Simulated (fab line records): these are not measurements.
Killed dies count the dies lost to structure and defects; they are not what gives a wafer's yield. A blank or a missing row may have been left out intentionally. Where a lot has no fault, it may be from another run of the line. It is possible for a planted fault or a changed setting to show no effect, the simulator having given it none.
Matching of chambers + flow n5_finfet + rie_diel-02 running N5_BEOL_M5_ETCH_67: 4 sister chambers
The step etches SiARC in CF4, target depth 15.6 nm, time 26 s. 16 wafers are shown with their chamber, then 8 later ones without.

## EACH WAFER AND ITS CHAMBER
| wafer  | chamber | showerhead_plenum_p_Torr (Torr) | throttle_valve_pct (%) | oes_product_au (a.u.) |
|--------|---------|---------------------------------|------------------------|-----------------------|
| L075.2 | 0       | 2.10                            | 15.40                  | 0.79                  |
| L075.3 | 3       | 2.08                            | 15.94                  | 0.68                  |
| L075.6 | 1       | 2.19                            | 15.32                  | 0.76                  |
| L080.1 | 2       | 2.22                            | 15.75                  | 0.63                  |
| L080.3 | 3       | 2.08                            | 15.95                  | 0.67                  |
| L080.5 | 0       | 2.10                            | 15.42                  | 0.77                  |
| L082.2 | 3       | 2.07                            | 15.98                  | 0.67                  |
| L082.3 | 2       | 2.22                            | 15.78                  | 0.62                  |
| L082.5 | 3       | 2.07                            | 15.99                  | 0.66                  |
| L085.2 | 3       | 2.07                            | 15.98                  | 0.67                  |
| L085.3 | 2       | 2.22                            | 15.77                  | 0.62                  |
| L085.4 | 0       | 2.09                            | 15.44                  | 0.74                  |
| L089.2 | 2       | 2.22                            | 15.81                  | 0.61                  |
| L089.3 | 0       | 2.09                            | 15.47                  | 0.74                  |
| L089.5 | 0       | 2.09                            | 15.48                  | 0.73                  |
| L088.1 | 1       | 2.18                            | 15.35                  | 0.74                  |

SIGNATURES, as means of the wafers listed above
| reading                  | chamber 0 | chamber 1 | chamber 2 | chamber 3 | scatter within a chamber |
|--------------------------|-----------|-----------|-----------|-----------|--------------------------|
| showerhead_plenum_p_Torr | 2.0940    | 2.1850    | 2.2200    | 2.0740    | 0.00492                  |
| throttle_valve_pct       | 15.4420   | 15.3350   | 15.7775   | 15.9680   | 0.0269                   |
| oes_product_au           | 0.7540    | 0.7500    | 0.6200    | 0.6700    | 0.0161                   |
Rule: a wafer's distance from a chamber is the root of the sum, over the readings, of the square of ((its reading less the chamber's mean) divided by the reading's scatter). The wafer belongs to the nearest chamber; if the next one is less than 2 further off, it can't be placed. The scatter is the square root of a quotient: the sum, over the shown wafers, of each reading's squared deviation from its chamber's mean, divided by wafers minus chambers.

## WAFERS WHOSE CHAMBER IS MISSING
| wafer  | showerhead_plenum_p_Torr (Torr) | throttle_valve_pct (%) | oes_product_au (a.u.) |
|--------|---------------------------------|------------------------|-----------------------|
| L088.2 | 2.09                            | 15.48                  | 0.74                  |
| L088.4 | 2.21                            | 15.79                  | 0.61                  |
| L091.1 | 2.07                            | 16.04                  | 0.64                  |
| L091.3 | 2.08                            | 15.50                  | 0.73                  |
| L091.6 | 2.08                            | 15.50                  | 0.72                  |
| L095.4 | 2.06                            | 16.04                  | 0.64                  |
| L095.5 | 2.08                            | 15.51                  | 0.71                  |
| L095.6 | 2.18                            | 15.40                  | 0.72                  |

## WHICH CHAMBER EACH WENT THROUGH
| wafer  | from the rows above | in truth |
|--------|---------------------|----------|
| L088.2 | 0                   | 0        |
| L088.4 | 2                   | 2        |
| L091.1 | 3                   | 3        |
| L091.3 | 0                   | 0        |
| L091.6 | 0                   | 0        |
| L095.4 | 3                   | 3        |
| L095.5 | 0                   | 0        |
| L095.6 | 1                   | 1        |
Placed correctly: 8 of 8. Left unplaced by these rows: 0. Wrongly placed: 0.
